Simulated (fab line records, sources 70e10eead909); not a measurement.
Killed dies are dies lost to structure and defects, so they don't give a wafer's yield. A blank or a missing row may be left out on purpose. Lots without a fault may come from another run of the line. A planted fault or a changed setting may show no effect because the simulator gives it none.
fab line records | flow nand_harc
record lots=21 wafers=63 last_day=33
route steps=1302 shown A_CONTACT@1002
lots that met no fault: from a run of the same line without faults
start_h: hours from the record's first day to the start of the lot's first wafer shown | wait_h: hours since the lot's step before | " the same as in the row above | L1.1+2: a row that stands for several wafers | - no value, or no start given | * or withheld: withheld | < > ~ a bound
route shown NAME@n: a module of which the file shows steps, and the number in the route of the first | usual: mean/standard deviation of fault-free wafers | same: alike in all rows | chamber/n: place in a boat | sites: the reading at each site | _std_site: their standard deviation | _edge_site: outer sites' mean less inner sites' | radius_mm: how far each site lies from the wafer's centre | mask NAME#n: copy n | behind: the tool/chamber that last shaped the wafer | hold: why the lot was held/for how many hours/how that ended | device: the transistor (n, p or np) that didn't switch | end of line: the same wafers' tests at the end of the route | a step without rows: its recipe alone | killed: dies lost to structure and defects at the first sort, not the wafer's yield | map: a wafer's dies, x killed, . not, _ none there
set.NAME: the setting as run; set.NAME@STEP: as run at that earlier step | model.NAME: the simulator's own value behind a step, which no gauge read
steps of the route over a sample of lots; a table a step, a row a wafer
services: from which hour (start_h, from the record's first day; less than 0 if before it) a tool's chamber was out of use, for how many hours, and why
## steps
# step NHARC_A_CONTACT_ETCH_49
# recipe target_depth_a=2600 over_etch_frac=0.3 time_s=475.3 ion_energy_ev=200 n2_flow_sccm=150 h2_flow_sccm=150 ar_flow_sccm=0 rf_w=400 bias_w=150 chemistry=N2/H2
# usual bias_w=150.0/0.42 drypump_motor_current_A=5.67/0.19 oes_product_au=1.001/0.009 rf_vpp_V=430/3.2 showerhead_plenum_p_Torr=2.03/0.12 throttle_valve_pct=14.171/0.0085
# columns lot.wafer tool chamber start_h wait_h bias_w drypump_motor_current_A oes_product_au rf_hours_counter_h rf_vpp_V showerhead_plenum_p_Torr throttle_valve_pct
L076.2 rie_diel-08 3 - - 150.1 5.92 1.005 35 429 1.98 14.165
L076.1 " 2 " " 149.6 5.86 1.004 38 428 1.92 14.175
L076.5 " 0 " " 150.6 5.76 0.996 - 427 1.88 14.166
L075.1 rie_diel-05 3 - - 149.9 5.68 1.000 10 427 1.92 14.175
L075.6 " 1 " " 149.4 5.43 0.986 - 432 2.11 14.160
L075.5 " 2 " " 150.2 5.74 1.002 - 427 1.88 14.161
L078.3 rie_diel-05 1 - - 149.8 5.44 0.988 13 434 2.11 14.167
L078.1 " 3 " " 149.9 5.67 0.985 11 428 1.92 14.174
L078.6 " 0 " " 150.0 5.52 1.001 - 429 2.03 14.169
L077.4 rie_diel-08 3 - - 150.7 5.93 0.990 43 429 1.98 14.159
L077.1 " 0 " " 149.8 5.76 0.996 47 427 1.88 14.180
L077.6 " 2 " " 149.7 5.85 1.001 - 429 1.92 14.175
L079.1 rie_diel-05 3 - - 149.8 5.67 0.988 13 429 1.92 14.184
L079.3 " 0 " " 149.9 5.52 1.005 15 430 2.03 14.166
L079.5 " 3 " " 151.0 5.68 0.986 - 427 1.92 14.164
L081.3 rie_diel-01 1 - - 149.7 6.10 1.016 59 429 1.98 14.139
L081.1 " 0 " " 150.3 5.42 0.999 60 429 1.98 14.178
L081.5 " 2 " " 150.0 6.12 1.003 - 426 1.93 14.182
L080.2 rie_diel-08 3 - - 150.2 5.92 0.998 50 428 1.97 14.176
L080.3 " 0 " " 150.0 5.76 0.983 53 426 1.88 14.173
L080.6 " 1 " " 149.3 5.49 1.016 - 435 2.17 14.170
L083.1 rie_diel-05 3 - - 150.3 5.65 1.007 21 427 1.92 14.175
L083.4 " 1 " " 149.5 5.43 1.001 22 433 2.11 14.169
L083.2 " 2 " " 149.8 5.70 1.020 21 426 1.88 14.169
L082.2 rie_diel-08 2 - - 149.9 5.84 0.987 2 427 1.91 14.169
L082.4 " 3 " " 149.7 5.96 0.992 1 429 1.97 14.165
L082.5 " 1 " " 150.1 5.49 1.017 - 433 2.17 14.169
L085.3 rie_diel-08 2 - - 149.4 5.87 1.007 10 427 1.91 14.169
L085.5 " 1 " " 150.2 5.48 1.010 - 434 2.17 14.177
L085.6 " 2 " " 149.7 5.87 0.999 - 427 1.91 14.187
L084.2 rie_diel-08 3 - - 149.7 5.92 0.997 10 429 1.97 14.166
L084.5 " 1 " " 149.5 5.49 1.012 - 434 2.17 14.176
L084.6 " 2 " " 149.8 5.84 0.998 - 430 1.91 14.174
L087.1 rie_diel-08 3 - - 150.4 5.91 1.002 17 429 1.97 14.175
L087.5 " 3 " " 149.7 5.93 0.995 - 428 1.97 14.169
L087.6 " 0 " " 150.3 5.73 0.996 - 435 2.21 14.160
L086.2 rie_diel-05 0 - - 149.5 5.50 1.006 2 431 2.03 14.183
L086.5 " 2 " " 150.5 5.73 1.023 - 436 2.22 14.179
L086.6 " 3 " " 150.6 5.66 1.007 - 427 1.91 14.174
L088.3 rie_diel-05 1 - - 149.8 5.44 0.995 4 432 2.11 14.175
L088.5 " 0 " " 149.5 5.52 1.001 - 432 2.03 14.187
L088.6 " 1 " " 150.6 5.44 0.997 - 431 2.11 14.175
L090.2 rie_diel-05 1 - - 150.4 5.43 0.998 6 433 2.11 14.164
L090.1 " 0 " " 150.4 5.47 0.994 9 429 2.03 14.173
L090.6 " 2 " " 150.4 5.68 1.024 - 434 2.22 14.178
L089.3 rie_diel-08 1 - - 149.8 5.51 1.002 27 435 2.16 14.174
L089.1 " 2 " " 150.5 5.85 0.990 26 427 1.91 14.164
L089.5 " 2 " " 150.0 5.87 0.997 - 426 1.91 14.174
L092.3 rie_diel-05 3 - - 149.9 5.64 0.999 11 427 1.91 14.175
L092.2 " 0 " " 149.3 5.52 1.006 14 430 2.02 14.180
L092.4 " 1 " " 150.0 5.42 1.005 11 432 2.10 14.168
L093.2 rie_diel-05 2 - - 149.9 5.73 1.007 16 436 2.21 14.165
L093.5 " 0 " " 150.8 5.51 1.001 - 430 2.02 14.185
L093.6 " 1 " " 150.4 5.45 0.990 - 431 2.10 14.171
L095.3 rie_diel-01 2 - - 149.5 6.13 0.986 51 426 1.91 14.162
L095.1 " 0 " " 150.2 5.50 1.003 45 429 1.96 14.178
L095.6 " 2 " " 149.6 6.12 0.990 - 425 1.91 14.169
L094.2 rie_diel-05 1 - - 151.6 5.43 1.002 15 432 2.10 14.174
L094.4 " 3 " " 149.6 5.66 0.998 15 427 1.91 14.176
L094.5 " 2 " " 150.5 5.73 1.010 - 435 2.21 14.163
L096.3 rie_diel-05 1 - - 150.0 5.44 0.995 19 431 2.10 14.162
L096.1 " 2 " " 150.5 5.71 1.011 21 435 2.21 14.191
L096.2 " 0 " " 150.2 5.52 0.992 21 430 2.02 14.166
# step NHARC_A_CONTACT_ETCH_111
# recipe source_w=withheld pressure_mtorr=20 bias_v=withheld time_s=140 target_depth_a=7000 ar_flow_sccm=withheld c4f8_flow_sccm=withheld o2_flow_sccm=withheld chemistry=C4F8/O2/Ar
# usual oes_air_line_au=1.002/0.02
# columns lot.wafer tool chamber start_h wait_h oes_air_line_au rf_hours_counter_h
L076.2 har_cap_etch-03 0 504.78 - 1.034 44
L076.1 " 1 " " 0.980 44
L076.5 " 1 " " 0.994 -
L075.1 har_cap_etch-02 1 505.18 - 1.047 84
L075.6 " 1 " " 1.014 -
L075.5 " 0 " " 0.988 -
L078.1 har_cap_etch-03 1 513.90 - 1.025 47
L078.3 " 1 " " 1.059 -
L078.6 " 1 " " 1.014 -
L077.1 har_cap_etch-03 1 521.09 - 0.983 50
L077.4 " 0 " " 1.016 -
L077.6 " 1 " " 0.994 -
L079.1 har_cap_etch-01 0 521.21 - 0.995 2
L079.3 " 1 " " 1.001 -
L079.5 " 0 " " 0.995 -
L081.1 har_cap_etch-01 0 538.48 - 1.010 6
L081.3 " 1 " " 0.994 -
L081.5 " 1 " " 1.015 -
L080.2 har_cap_etch-03 0 542.62 - 1.024 55
L080.3 " 1 " " 1.003 -
L080.6 " 1 " " 1.001 -
L083.2 har_cap_etch-01 1 567.03 - 0.963 11
L083.1 " 0 " " 1.011 11
L083.4 " 1 " " 0.989 -
L082.2 har_cap_etch-03 1 571.83 - 1.011 59
L082.4 " 0 " " 1.014 -
L082.5 " 1 " " 0.999 -
L085.3 har_cap_etch-02 1 588.23 - 0.987 -
L085.5 " 1 " " 1.001 -
L085.6 " 0 " " 1.004 -
L084.2 har_cap_etch-01 1 589.37 - 0.983 15
L084.6 " 1 " " 1.006 -
L084.5 " 0 " " 0.994 -
L087.1 har_cap_etch-01 1 612.41 - 1.049 19
L087.6 " 1 " " 1.020 -
L087.5 " 0 " " 1.022 -
L086.2 har_cap_etch-02 1 614.58 - 1.003 105
L086.6 " 0 " " 1.008 -
L086.5 " 1 " " 1.031 -
L088.3 har_cap_etch-02 1 634.79 - 1.029 -
L088.6 " 1 " " 1.012 -
L088.5 " 0 " " 0.989 -
L090.2 har_cap_etch-01 0 642.66 - 1.025 25
L090.1 " 1 " " 1.023 25
L090.6 " 1 " " 1.012 -
L089.1 har_cap_etch-03 1 643.04 - 0.994 68
L089.3 " 0 " " 0.986 -
L089.5 " 0 " " 0.998 -
L092.2 har_cap_etch-02 1 663.88 - 0.983 115
L092.4 " 0 " " 1.018 -
L092.3 " 1 " " 0.965 -
L093.2 har_cap_etch-02 1 689.23 - 1.033 117
L093.5 " 0 " " 0.980 -
L093.6 " 1 " " 1.059 -
L095.1 har_cap_etch-01 1 689.47 - 0.995 33
L095.3 " 1 " " 0.983 -
L095.6 " 0 " " 0.997 -
L094.2 har_cap_etch-03 1 692.42 - 1.001 77
L094.4 " 1 " " 1.017 -
L094.5 " 1 " " 0.998 -
L096.1 har_cap_etch-03 0 708.47 - 1.005 81
L096.2 " 1 " " 1.027 81
L096.3 " 1 " " 1.023 -
# step NHARC_A_CONTACT_ETCH_114
# recipe source_w=withheld pressure_mtorr=20 bias_v=3000 time_s=190 target_depth_a=18500 ar_flow_sccm=withheld c4f8_flow_sccm=withheld o2_flow_sccm=withheld chemistry=C4F8/O2/Ar
# usual oes_air_line_au=0.998/0.021
# columns lot.wafer tool chamber start_h wait_h oes_air_line_au rf_hours_counter_h
L076.2 har_cap_etch-03 0 505.32 0.1 0.993 44
L076.1 " 1 " " 0.997 44
L076.5 " 1 " " 1.022 -
L075.1 har_cap_etch-02 1 505.73 0.1 1.031 84
L075.6 " 1 " " 1.007 -
L075.5 " 0 " " 0.987 -
L078.1 har_cap_etch-03 1 514.44 0.1 0.999 48
L078.3 " 1 " " 0.999 -
L078.6 " 1 " " 1.016 -
L077.1 har_cap_etch-03 1 521.63 0.1 1.010 50
L077.4 " 0 " " 0.986 -
L077.6 " 1 " " 0.997 -
L079.1 har_cap_etch-01 0 521.93 0.2 0.996 2
L079.3 " 1 " " 0.996 -
L079.5 " 0 " " 1.015 -
L081.1 har_cap_etch-01 0 539.02 0.1 1.019 6
L081.3 " 1 " " 1.026 -
L081.5 " 1 " " 1.019 -
L080.2 har_cap_etch-03 0 543.16 0.1 1.015 56
L080.3 " 1 " " 1.030 -
L080.6 " 1 " " 1.008 -
L083.2 har_cap_etch-01 1 567.57 0.1 0.978 12
L083.1 " 0 " " 0.972 12
L083.4 " 1 " " 0.946 -
L082.2 har_cap_etch-03 1 572.36 0.1 1.017 59
L082.4 " 0 " " 0.990 -
L082.5 " 1 " " 1.000 -
L085.3 har_cap_etch-02 1 588.76 0.1 0.989 -
L085.5 " 1 " " 0.999 -
L085.6 " 0 " " 0.954 -
L084.2 har_cap_etch-01 1 589.91 0.1 1.008 16
L084.6 " 1 " " 1.006 -
L084.5 " 0 " " 0.997 -
L087.1 har_cap_etch-01 1 612.95 0.1 0.996 20
L087.6 " 1 " " 1.017 -
L087.5 " 0 " " 0.982 -
L086.2 har_cap_etch-02 1 615.12 0.1 1.052 105
L086.6 " 0 " " 0.989 -
L086.5 " 1 " " 1.011 -
L088.3 har_cap_etch-02 1 635.32 0.1 0.991 -
L088.6 " 1 " " 0.994 -
L088.5 " 0 " " 0.995 -
L090.2 har_cap_etch-01 0 643.20 0.1 0.986 25
L090.1 " 1 " " 1.006 25
L090.6 " 1 " " 1.013 -
L089.1 har_cap_etch-03 1 643.76 0.2 0.999 69
L089.3 " 0 " " 1.016 -
L089.5 " 0 " " 1.017 -
L092.2 har_cap_etch-02 1 664.60 0.2 0.946 115
L092.4 " 0 " " 1.008 -
L092.3 " 1 " " 0.984 -
L093.2 har_cap_etch-02 1 689.77 0.1 0.966 118
L093.5 " 0 " " 0.999 -
L093.6 " 1 " " 0.938 -
L095.1 har_cap_etch-01 1 690.01 0.1 1.039 34
L095.3 " 1 " " 1.011 -
L095.6 " 0 " " 1.015 -
L094.2 har_cap_etch-03 1 692.97 0.1 1.010 77
L094.4 " 1 " " 1.002 -
L094.5 " 1 " " 1.009 -
L096.1 har_cap_etch-03 0 709.01 0.1 0.992 81
L096.2 " 1 " " 1.024 81
L096.3 " 1 " " 0.986 -
# step NHARC_A_CONTACT_ETCH_116
# recipe source_w=withheld pressure_mtorr=20 bias_v=3000 time_s=190 target_depth_a=18500 ar_flow_sccm=withheld c4f8_flow_sccm=withheld o2_flow_sccm=withheld chemistry=C4F8/O2/Ar
# usual oes_air_line_au=1.000/0.022
# columns lot.wafer tool chamber start_h wait_h oes_air_line_au rf_hours_counter_h
L076.2 har_cap_etch-03 0 505.67 0.1 1.040 44
L076.1 " 1 " " 1.019 44
L076.5 " 1 " " 1.018 -
L075.1 har_cap_etch-02 1 506.07 0.1 1.027 84
L075.6 " 1 " " 0.979 -
L075.5 " 0 " " 1.039 -
L078.1 har_cap_etch-03 1 514.78 0.1 0.983 48
L078.3 " 1 " " 0.984 -
L078.6 " 1 " " 1.003 -
L077.1 har_cap_etch-03 1 521.97 0.1 0.995 50
L077.4 " 0 " " 1.030 -
L077.6 " 1 " " 0.961 -
L079.1 har_cap_etch-01 0 522.39 0.2 1.009 3
L079.3 " 1 " " 1.005 -
L079.5 " 0 " " 1.020 -
L081.1 har_cap_etch-01 0 539.37 0.1 1.019 7
L081.3 " 1 " " 1.008 -
L081.5 " 1 " " 1.017 -
L080.2 har_cap_etch-03 0 543.50 0.1 0.985 56
L080.3 " 1 " " 0.998 -
L080.6 " 1 " " 0.993 -
L083.2 har_cap_etch-01 1 567.90 0.1 0.963 12
L083.1 " 0 " " 1.035 12
L083.4 " 1 " " 0.989 -
L082.2 har_cap_etch-03 1 572.71 0.1 0.963 60
L082.4 " 0 " " 1.003 -
L082.5 " 1 " " 1.005 -
L085.3 har_cap_etch-02 1 589.10 0.1 1.035 -
L085.5 " 1 " " 1.000 -
L085.6 " 0 " " 1.017 -
L084.2 har_cap_etch-01 1 590.25 0.1 1.001 16
L084.6 " 1 " " 0.986 -
L084.5 " 0 " " 1.011 -
L087.1 har_cap_etch-01 1 613.30 0.1 0.987 20
L087.6 " 1 " " 1.047 -
L087.5 " 0 " " 0.978 -
L086.2 har_cap_etch-02 1 615.46 0.1 1.004 105
L086.6 " 0 " " 1.030 -
L086.5 " 1 " " 0.997 -
L088.3 har_cap_etch-02 1 635.67 0.1 1.008 -
L088.6 " 1 " " 1.000 -
L088.5 " 0 " " 1.012 -
L090.2 har_cap_etch-01 0 643.54 0.1 0.978 26
L090.1 " 1 " " 0.975 26
L090.6 " 1 " " 0.985 -
L089.1 har_cap_etch-03 1 644.10 0.1 1.021 69
L089.3 " 0 " " 0.994 -
L089.5 " 0 " " 0.963 -
L092.2 har_cap_etch-02 1 665.05 0.2 1.005 116
L092.4 " 0 " " 1.031 -
L092.3 " 1 " " 1.022 -
L093.2 har_cap_etch-02 1 690.11 0.1 1.022 118
L093.5 " 0 " " 1.012 -
L093.6 " 1 " " 1.047 -
L095.1 har_cap_etch-01 1 690.36 0.1 0.996 34
L095.3 " 1 " " 0.982 -
L095.6 " 0 " " 1.004 -
L094.2 har_cap_etch-03 1 693.31 0.1 0.983 77
L094.4 " 1 " " 1.048 -
L094.5 " 1 " " 1.026 -
L096.1 har_cap_etch-03 0 709.36 0.1 1.003 81
L096.2 " 1 " " 1.034 81
L096.3 " 1 " " 1.018 -
# step NHARC_A_CONTACT_ETCH_91
# recipe target_depth_a=400 over_etch_frac=0.5 time_s=85.7 ion_energy_ev=120 ch3f_flow_sccm=50 o2_flow_sccm=30 ar_flow_sccm=200 rf_w=500 bias_w=100 chemistry=CH3F/O2
# usual bias_w=99.98/0.27 drypump_motor_current_A=5.66/0.18 o2_flow_sccm=30.01/0.095 oes_product_au=0.942/0.029 rf_vpp_V=244.1/1.9 showerhead_plenum_p_Torr=2.43/0.13 throttle_valve_pct=20.663/0.0091
# columns lot.wafer tool chamber start_h wait_h bias_w drypump_motor_current_A o2_flow_sccm oes_product_au rf_hours_counter_h rf_vpp_V showerhead_plenum_p_Torr throttle_valve_pct
L076.2 rie_diel-08 3 517.20 0.6 100.15 5.91 29.98 0.916 43 243.2 2.39 20.653
L076.1 " 1 " " 100.15 5.51 29.86 0.936 48 245.1 2.61 20.660
L076.5 " 3 " " 100.15 5.92 29.95 0.907 - 243.5 2.39 20.661
L075.1 rie_diel-01 0 518.01 0.7 100.16 5.49 29.98 0.913 54 244.4 2.39 20.668
L075.6 " 3 " " 99.50 5.64 29.88 0.926 - 242.1 2.35 20.677
L075.5 " 0 " " 100.26 5.52 30.03 0.924 - 244.6 2.39 20.647
L078.3 rie_diel-05 2 526.37 0.6 100.28 5.71 30.01 0.940 16 242.6 2.27 20.660
L078.1 " 0 " " 100.20 5.51 29.94 0.924 16 245.3 2.45 20.659
L078.6 " 2 " " 100.13 5.70 30.11 0.928 - 242.5 2.27 20.667
L077.1 rie_diel-05 3 535.94 0.6 99.88 5.68 29.96 0.931 17 242.0 2.32 20.683
L077.4 " 1 " " 99.91 5.43 29.98 0.922 19 245.4 2.54 20.644
L077.6 " 3 " " 99.83 5.68 30.13 0.942 - 242.7 2.32 20.667
L079.3 rie_diel-08 0 536.65 0.5 100.42 5.75 30.11 0.923 53 242.4 2.27 20.654
L079.1 " 3 " " 99.66 5.94 29.96 0.919 50 245.3 2.38 20.656
L079.5 " 1 " " 99.74 5.50 30.05 0.939 - 246.5 2.61 20.656
L081.1 rie_diel-05 0 551.49 0.8 100.43 5.48 29.94 0.920 20 243.9 2.45 20.660
L081.3 " 1 " " 100.16 5.44 30.05 0.908 20 245.2 2.54 20.662
L081.5 " 3 " " 99.47 5.67 30.03 0.916 - 242.5 2.32 20.666
L080.3 rie_diel-05 2 556.73 0.6 99.94 5.70 29.97 0.944 20 243.3 2.27 20.669
L080.2 " 0 " " 100.09 5.49 29.94 0.921 21 246.2 2.45 20.649
L080.6 " 2 " " 99.70 5.71 30.01 0.926 - 243.0 2.27 20.662
L083.2 rie_diel-05 2 579.77 0.6 100.06 5.70 29.97 0.932 22 242.0 2.27 20.655
L083.4 " 0 " " 100.57 5.46 29.95 0.925 24 244.4 2.45 20.663
L083.1 " 1 " " 99.72 5.45 30.07 0.907 23 245.6 2.54 20.654
L082.2 rie_diel-01 0 584.45 0.9 99.63 5.47 30.21 0.930 6 242.6 2.38 20.674
L082.4 " 1 " " 99.86 6.08 30.07 0.933 9 245.1 2.39 20.662
L082.5 " 0 " " 99.39 5.46 30.10 0.932 - 243.1 2.38 20.668
L085.3 rie_diel-05 0 601.47 0.5 100.05 5.51 30.10 0.950 1 242.9 2.45 20.668
L085.6 " 2 " " 100.07 5.72 29.94 0.979 - 246.2 2.66 20.668
L085.5 " 3 " " 99.97 5.67 30.12 0.947 - 243.4 2.32 20.659
L084.2 rie_diel-05 0 601.77 0.7 99.40 5.51 29.95 1.006 1 243.0 2.44 20.662
L084.6 " 0 " " 99.45 5.49 29.73 1.003 - 245.3 2.44 20.670
L084.5 " 1 " " 100.13 5.39 30.04 0.998 - 246.6 2.54 20.655
L087.1 rie_diel-05 1 631.59 0.9 100.20 5.43 29.78 0.926 4 246.2 2.53 20.676
L087.6 " 2 " " 100.24 5.70 30.20 0.953 - 247.1 2.66 20.641
L087.5 " 3 " " 99.70 5.66 29.81 0.926 - 242.4 2.32 20.658
L086.2 rie_diel-01 0 632.67 0.7 100.16 5.47 30.18 1.009 24 243.9 2.37 20.646
L086.5 " 1 " " 99.87 6.10 30.05 1.006 - 241.7 2.38 20.663
L086.6 " 2 " " 100.15 6.11 29.96 0.985 - 243.0 2.32 20.666
L088.3 rie_diel-05 0 649.65 0.5 100.51 5.46 30.05 0.933 10 242.7 2.44 20.667
L088.5 " 1 " " 100.29 5.42 29.87 0.930 - 245.9 2.53 20.667
L088.6 " 0 " " 100.12 5.50 30.18 0.922 - 245.5 2.44 20.653
L090.2 rie_diel-05 2 655.46 0.7 100.06 5.71 29.99 0.931 12 247.9 2.66 20.665
L090.1 " 0 " " 100.43 5.52 30.12 0.931 12 244.1 2.44 20.666
L090.6 " 0 " " 100.24 5.53 30.02 0.931 - 244.4 2.44 20.652
L089.3 rie_diel-08 2 657.44 0.5 100.02 5.85 30.00 0.913 30 240.4 2.31 20.678
L089.1 " 0 " " 99.85 5.74 30.10 0.930 31 247.7 2.65 20.673
L089.5 " 1 " " 100.04 5.47 30.06 0.935 - 246.8 2.60 20.660
L092.4 rie_diel-05 3 676.98 0.5 99.76 5.65 29.94 0.932 13 242.7 2.31 20.654
L092.3 " 0 " " 100.03 5.53 30.13 0.938 16 243.7 2.44 20.667
L092.2 " 1 " " 99.80 5.42 30.01 0.938 13 244.7 2.53 20.666
L093.2 rie_diel-05 1 702.87 0.8 99.91 5.43 30.32 0.946 18 245.8 2.53 20.657
L093.5 " 0 " " 99.83 5.47 29.95 0.944 - 244.3 2.44 20.670
L093.6 " 1 " " 99.74 5.43 30.10 0.947 - 245.3 2.53 20.671
L095.3 rie_diel-05 2 703.23 0.6 100.22 5.73 30.14 0.997 20 247.8 2.65 20.664
L095.1 " 3 " " 99.98 5.66 30.21 1.002 17 241.5 2.31 20.644
L095.6 " 1 " " 100.32 5.46 30.10 0.998 - 245.8 2.53 20.668
L094.2 rie_diel-08 2 708.36 0.7 99.92 5.85 29.86 0.927 43 241.3 2.30 20.667
L094.4 " 3 " " 99.90 5.94 30.12 0.934 42 242.2 2.36 20.655
L094.5 " 1 " " 100.33 5.50 30.10 0.939 - 245.8 2.59 20.658
L096.2 rie_diel-05 0 721.12 0.7 99.73 5.50 29.94 0.930 22 243.3 2.44 20.665
L096.3 " 1 " " 100.05 5.43 29.95 0.918 20 245.0 2.53 20.664
L096.1 " 2 " " 100.01 5.72 29.90 0.942 23 247.3 2.65 20.666
# step NHARC_A_CONTACT_ETCH_97
# recipe target_depth_a=200 over_etch_frac=0.5 time_s=10 ion_energy_ev=250 c4f6_flow_sccm=25 o2_flow_sccm=20 ar_flow_sccm=500 rf_w=600 bias_w=500 chemistry=C4F6/O2
# usual bias_w=499.9/1.7 c4f6_flow_sccm=25.00/0.074 drypump_motor_current_A=5.65/0.19 o2_flow_sccm=20.00/0.056 oes_product_au=0.959/0.024 rf_vpp_V=546/3.9 showerhead_plenum_p_Torr=3.90/0.19 throttle_valve_pct=26.903/0.0088
# columns lot.wafer tool chamber start_h wait_h bias_w c4f6_flow_sccm drypump_motor_current_A o2_flow_sccm oes_product_au rf_hours_counter_h rf_vpp_V showerhead_plenum_p_Torr throttle_valve_pct
L076.2 rie_diel-08 1 - - 498.8 24.96 5.51 19.93 0.950 48 551 4.16 26.903
L076.1 " 3 " " 501.5 24.95 5.96 19.98 0.951 43 545 3.81 26.916
L076.5 " 1 " " 499.8 25.02 5.50 19.98 0.958 - 552 4.16 26.893
L075.1 rie_diel-01 2 - - 497.7 25.03 6.11 20.00 0.951 41 542 3.74 26.905
L075.6 " 0 " " 501.6 24.93 5.41 20.03 0.958 - 546 3.82 26.912
L075.5 " 1 " " 497.9 24.91 6.10 19.96 0.958 - 545 3.83 26.906
L078.1 rie_diel-05 1 - - 502.0 25.01 5.44 19.99 0.924 17 549 4.04 26.909
L078.3 " 2 " " 495.8 24.98 5.74 19.93 0.951 16 542 3.65 26.909
L078.6 " 1 " " 502.1 25.13 5.45 20.04 0.919 - 549 4.04 26.892
L077.1 rie_diel-05 0 - - 497.7 25.10 5.49 19.99 0.945 19 546 3.91 26.908
L077.4 " 2 " " 500.7 25.10 5.72 20.02 0.959 17 541 3.64 26.912
L077.6 " 1 " " 499.3 25.07 5.44 19.98 0.923 - 548 4.04 26.907
L079.1 rie_diel-08 0 - - 499.2 24.99 5.77 19.98 0.942 53 541 3.65 26.898
L079.3 " 2 " " 499.8 25.07 5.85 19.90 0.939 54 542 3.71 26.892
L079.5 " 1 " " 496.1 25.00 5.48 19.95 0.970 - 551 4.15 26.901
L081.1 rie_diel-05 2 - - 499.2 25.04 5.70 19.97 0.944 18 540 3.64 26.892
L081.3 " 1 " " 501.4 24.89 5.43 20.02 0.918 20 550 4.04 26.899
L081.5 " 2 " " 500.7 24.98 5.73 19.92 0.942 - 540 3.64 26.900
L080.3 rie_diel-05 0 - - 498.1 24.95 5.50 20.01 0.942 22 547 3.91 26.906
L080.2 " 3 " " 500.2 25.08 5.64 20.03 0.956 20 544 3.71 26.900
L080.6 " 0 " " 499.5 24.96 5.53 20.08 0.939 - 548 3.91 26.904
L083.2 rie_diel-05 1 - - 501.5 25.16 5.42 19.96 0.932 23 551 4.04 26.924
L083.4 " 2 " " 500.0 24.95 5.71 19.97 0.961 22 540 3.64 26.905
L083.1 " 3 " " 499.9 24.93 5.67 20.00 0.950 22 542 3.71 26.915
L082.2 rie_diel-01 2 - - 502.0 25.09 6.15 19.97 0.947 10 542 3.72 26.892
L082.4 " 0 " " 498.2 25.10 5.46 20.04 0.949 7 544 3.81 26.910
L082.5 " 1 " " 500.8 25.03 6.10 19.94 0.964 - 544 3.82 26.907
L085.3 rie_diel-05 0 - - 499.7 25.07 5.51 19.93 0.971 1 547 3.90 26.913
L085.6 " 0 " " 501.3 24.89 5.51 19.97 0.969 - 546 3.90 26.896
L085.5 " 1 " " 501.3 24.87 5.45 20.00 0.959 - 550 4.04 26.903
L084.2 rie_diel-05 0 - - 501.9 24.96 5.47 19.96 0.996 1 547 3.90 26.898
L084.5 " 2 " " 502.0 25.01 5.70 20.05 1.019 - 553 4.23 26.893
L084.6 " 3 " " 498.2 25.07 5.66 20.15 0.992 - 543 3.71 26.898
L087.1 rie_diel-05 0 - - 497.6 24.98 5.49 19.89 0.941 6 547 3.90 26.896
L087.6 " 3 " " 498.7 25.02 5.66 20.06 0.948 - 542 3.71 26.906
L087.5 " 0 " " 498.4 24.96 5.45 20.01 0.942 - 546 3.90 26.891
L086.2 rie_diel-01 0 - - 499.5 25.02 5.51 19.96 0.999 24 545 3.80 26.906
L086.6 " 0 " " 501.8 24.97 5.48 20.00 1.010 - 544 3.80 26.895
L086.5 " 1 " " 498.5 25.02 6.06 20.01 1.005 - 545 3.81 26.928
L088.3 rie_diel-05 1 649.79 0.1 499.3 25.09 5.46 20.02 0.948 7 549 4.04 26.891
L088.5 " 1 " " 500.5 25.02 5.42 20.06 0.958 - 550 4.04 26.905
L088.6 " 2 " " 499.2 25.16 5.70 20.04 0.971 - 551 4.22 26.905
L090.1 rie_diel-05 0 655.61 0.1 502.2 25.06 5.55 19.95 0.940 12 548 3.90 26.913
L090.2 " 1 " " 503.4 25.04 5.44 20.09 0.937 10 548 4.03 26.888
L090.6 " 1 " " 500.8 25.00 5.45 19.96 0.941 - 549 4.04 26.907
L089.1 rie_diel-08 1 - - 500.6 24.89 5.50 19.98 0.958 32 552 4.13 26.900
L089.3 " 2 " " 498.4 24.96 5.84 19.93 0.944 30 542 3.69 26.904
L089.5 " 2 " " 496.8 25.00 5.84 19.99 0.933 - 542 3.69 26.900
L092.4 rie_diel-05 3 - - 500.7 24.86 5.64 19.96 0.953 14 542 3.70 26.904
L092.2 " 0 " " 500.6 25.03 5.50 20.08 0.976 16 544 3.89 26.905
L092.3 " 2 " " 504.4 25.02 5.74 19.95 0.962 15 552 4.22 26.908
L093.2 rie_diel-05 2 - - 500.2 25.01 5.71 20.00 0.950 20 553 4.21 26.904
L093.6 " 0 " " 498.9 25.01 5.50 19.94 0.945 - 546 3.89 26.902
L093.5 " 1 " " 499.7 24.91 5.45 20.02 0.951 - 548 4.03 26.909
L095.1 rie_diel-05 3 - - 498.9 25.10 5.67 20.08 1.008 17 542 3.70 26.887
L095.3 " 0 " " 499.4 24.92 5.51 19.96 1.008 20 546 3.89 26.909
L095.6 " 0 " " 499.2 24.94 5.49 20.05 1.002 - 546 3.89 26.905
L094.4 rie_diel-08 1 - - 499.2 24.98 5.50 20.04 0.960 44 551 4.12 26.896
L094.2 " 0 " " 499.7 25.04 5.73 20.02 0.953 43 553 4.20 26.919
L094.5 " 2 " " 500.2 25.09 5.86 19.96 0.958 - 542 3.69 26.910
L096.1 rie_diel-05 0 - - 499.9 25.01 5.47 19.96 0.961 22 548 3.89 26.915
L096.2 " 1 " " 498.2 25.01 5.43 20.03 0.942 20 549 4.03 26.898
L096.3 " 3 " " 496.4 24.89 5.69 19.93 0.951 20 543 3.70 26.907
## services
# columns tool chamber start_h hours kind
rie_diel-01 0 483.12 3.1 repair
rie_diel-05 0 489.65 - clean
rie_diel-05 1 489.65 - clean
rie_diel-05 2 489.65 - clean
rie_diel-05 3 489.65 - clean
har_cap_etch-01 - 497.01 17.0 pm
rie_diel-05 0 514.18 - clean
rie_diel-05 1 514.18 - clean
rie_diel-05 2 514.18 - clean
rie_diel-05 3 514.18 - clean
har_cap_etch-01 - 532.44 0.2 repair
rie_diel-05 0 538.68 - clean
rie_diel-05 1 538.68 - clean
rie_diel-05 2 538.68 - clean
rie_diel-05 3 538.68 - clean
rie_diel-08 - 549.95 9.0 pm
rie_diel-01 - 559.61 9.0 pm
rie_diel-08 3 561.34 3.8 repair
rie_diel-05 0 563.18 - clean
rie_diel-08 2 573.35 5.6 repair
rie_diel-01 1 638.78 4.6 repair
rie_diel-05 3 646.49 9.0 repair
rie_diel-01 3 676.45 2.4 repair
rie_diel-08 3 711.05 8.7 repair
## key
fault none
